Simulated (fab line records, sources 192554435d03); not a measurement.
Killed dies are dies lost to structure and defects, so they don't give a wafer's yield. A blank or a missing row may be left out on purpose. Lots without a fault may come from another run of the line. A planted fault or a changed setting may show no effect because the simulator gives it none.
Split-lot experiment | flow n5_finfet | 7 lots, 21 wafers read, on a route of 1938 steps

THE SPLIT
At N5_HKMG_FIN_ETCH_55 (etches SOC in N2/H2, target depth 240 nm, time 300 s), the setting bias_w was moved away from the recipe's 150 W on 3 of the 21 wafers read, by -12.7% to +11.9%. The other wafers ran this setting at the recipe's value.

The reading is taken at the split's own step.

THE READING
rf_vpp_V, in V, at N5_HKMG_FIN_ETCH_55 (etches SOC in N2/H2, target depth 240 nm, time 300 s). Fault-free wafers of this fab line usually give 524.4 V, standard deviation 2.7 V.

wafer  | tool, chamber at the split | bias_w as run, W | against the recipe | rf_vpp_V, V | against lot-mates on the recipe
L074.3 | rie_diel-01, 0             | 150              | recipe             | 521.9       | -
L074.4 | rie_diel-01, 0             | 150              | recipe             | 523.0       | -
L074.5 | rie_diel-01, 1             | 150              | recipe             | 523.6       | -
L075.1 | rie_diel-03, 0             | 150              | recipe             | 522.1       | -
L075.2 | rie_diel-03, 1             | 150              | recipe             | 523.1       | -
L075.3 | rie_diel-03, 2             | 150              | recipe             | 527.0       | -
L082.2 | rie_diel-04, 3             | 150              | recipe             | 528.7       | -
L082.4 | rie_diel-04, 2             | 131              | -12.7%             | 484.8       | -43.7
L082.6 | rie_diel-04, 2             | 150              | recipe             | 528.4       | -
L089.1 | rie_diel-04, 2             | 150              | recipe             | 525.6       | -
L089.3 | rie_diel-04, 0             | 150              | recipe             | 521.4       | -
L089.4 | rie_diel-04, 0             | 150              | recipe             | 522.3       | -
L093.3 | rie_diel-03, 3             | 150              | recipe             | 521.1       | -
L093.4 | rie_diel-03, 2             | 150              | recipe             | 526.3       | -
L093.6 | rie_diel-03, 2             | 150              | recipe             | 526.2       | -
L094.2 | rie_diel-04, 0             | 167.8            | +11.9%             | 561.0       | +32.9
L094.3 | rie_diel-04, 2             | 167.8            | +11.9%             | 565.3       | +37.2
L094.4 | rie_diel-04, 1             | 150              | recipe             | 528.1       | -
L096.2 | rie_diel-04, 0             | 150              | recipe             | 521.3       | -
L096.4 | rie_diel-04, 3             | 150              | recipe             | 528.2       | -
L096.5 | rie_diel-04, 1             | 150              | recipe             | 526.9       | -

THE FIT
A straight line over all 21 wafers: rf_vpp_V changes by +3.2 V for each +1% of bias_w; r = +0.98; the points scatter about the line by 2.7 V.
The same after taking each lot's own level away (the mean of its wafers on the recipe; 21 wafers): +3.15 V for each +1%; r = +0.99; scatter 2.3 V.
On that fit, the largest move of bias_w shifts the reading by 40 V.
The lots' own levels span 522.83 to 528.55 V, that is 2.1 times the standard deviation above.
So the lot-to-lot level changes the slope little: the two slopes agree.
Check: with one of the wafers moved furthest among these (-12.7%) left out of the fit, the line predicts -37.4 V for it against its lot-mates. It came out at -43.7 V against them.
Tool readings at the split's step, against how far the setting was moved: rf_vpp_V r = +0.98.

OTHER SPLITS ON THESE WAFERS
These wafers also went through other splits before the reading. Each is held against what the fit with the lots' levels taken away leaves over:
other split on the same wafers | wafers away from the commonest value | r with rf_vpp_V (lot level and that fit taken away)
N5_SD_EPI_N_PRECLEAN_49 temp_c | 7                                    | +0.02
N5_ILD0_CMP_03 down_force_psi  | 9                                    | -0.09
N5_SDB_COAT_05 spin_rpm        | 5                                    | -0.13

THE WHOLE CHAIN: every reading that the file lists as answering this split, in the file's order
step                | what it does                                         | reading                                                                           | change (the file's fit)              | r (the file's)
N5_HKMG_FIN_ETCH_55 | etches SOC in N2/H2, target depth 240 nm, time 300 s | rf_vpp_V                                                                          | +3.22 V for each +1% of the setting  | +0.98
N5_HKMG_FIN_ETCH_55 | etches SOC in N2/H2, target depth 240 nm, time 300 s | SiARC_of_HKMG_FIN_COAT_42.thk_nm (the simulator's own value, which no gauge read) | -0.18 nm for each +1% of the setting | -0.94

THE FILE'S OWN FIT
rf_vpp_V changes by +3.22 V for each +1% of bias_w, r = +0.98.
